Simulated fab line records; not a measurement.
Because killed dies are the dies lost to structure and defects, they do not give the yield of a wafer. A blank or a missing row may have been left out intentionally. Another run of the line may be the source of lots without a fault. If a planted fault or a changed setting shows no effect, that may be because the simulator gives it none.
Matching of chambers    flow n5 finfet    4 sister chambers for N5_BEOL_M5_VIA_ETCH_34 on rie diel-05
The step etches SiCOH lowk in C4F6/O2, target depth 88.3 nm, time 39.2 s. 4 wafers are shown with their chamber, then 8 later ones without.

== WAFERS WITH THEIR CHAMBER ==
wafer   chamber  throttle valve pct (%)
L089.5  3        20.89
L091.4  1        20.68
L091.6  2        20.38
L094.1  0        21.01

== WAFERS MISSING THEIR CHAMBER ==
wafer   throttle valve pct (%)
L094.4  20.89
L094.5  20.87
L097.3  20.90
L097.4  21.02
L097.5  20.41
L096.2  20.89
L096.4  20.68
L096.5  20.39

== WHICH CHAMBER EACH WENT THROUGH ==
wafer   from the rows above  in truth
L094.4  3                    3
L094.5  3                    3
L097.3  3                    3
L097.4  0                    0
L097.5  2                    2
L096.2  3                    3
L096.4  1                    1
L096.5  2                    2
Correctly placed: 8 of 8. Not placeable from these rows: 0. 0 placed wrongly.
How it was worked out, from the rows above alone: a wafer's distance from a chamber is the root of the sum, over the readings, of the square of ((its reading less the chamber's mean) divided by the reading's scatter). The wafer belongs to the nearest chamber; if the next one is less than 2 further off, it can't be placed. A chamber's mean is the mean of its shown wafers. The scatter: root of mean squared gap, hidden wafer to nearest shown wafer, with one shown wafer a chamber.
